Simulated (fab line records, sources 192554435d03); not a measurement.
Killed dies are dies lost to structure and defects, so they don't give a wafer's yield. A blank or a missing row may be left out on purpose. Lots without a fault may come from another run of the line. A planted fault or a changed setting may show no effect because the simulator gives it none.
Chamber matching | flow n5_finfet | N5_HKMG_FIN_PWFM_ALD_03 on ald_metal-01: 4 sister chambers
The step deposits TiN, target thk 2 nm, pulse time 1 s, purge time 3 s. 4 wafers are shown with their chamber, then 8 later ones without.

WAFERS WITH THEIR CHAMBER
wafer  | chamber | heater_power_w (W)
L078.6 | 3       | 847
L090.2 | 2       | 910
L090.6 | 0       | 972
L094.1 | 1       | 954

WAFERS WITHOUT THEIR CHAMBER
wafer  | heater_power_w (W)
L094.4 | 856
L094.6 | 862
L095.2 | 964
L095.5 | 953
L095.6 | 981
L096.2 | 939
L096.4 | 842
L096.5 | 969

WHICH CHAMBER EACH WENT THROUGH
wafer  | from the rows above          | in truth
L094.4 | 3                            | 3
L094.6 | 3                            | 3
L095.2 | can't be placed: 0 or 1      | 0
L095.5 | can't be placed: 1 or 0      | 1
L095.6 | can't be placed: 0 or 1      | 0
L096.2 | can't be placed: 1 or 2 or 0 | 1
L096.4 | 3                            | 3
L096.5 | can't be placed: 0 or 1      | 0
Placed correctly: 3 of 8. Can't be placed from these rows: 5 (the true chamber is among the candidates in 5). Placed wrongly: 0.
How it was worked out, from the rows above alone: a wafer's distance from a chamber is the root of the sum, over the readings, of the square of ((its reading less the chamber's mean) divided by the reading's scatter). The wafer belongs to the nearest chamber; if the next one is less than 2 further off, it can't be placed. A chamber's mean is the mean of its shown wafers. The scatter: with one shown wafer a chamber, the root of the mean of the squares of how far each hidden wafer lies from its nearest shown one.
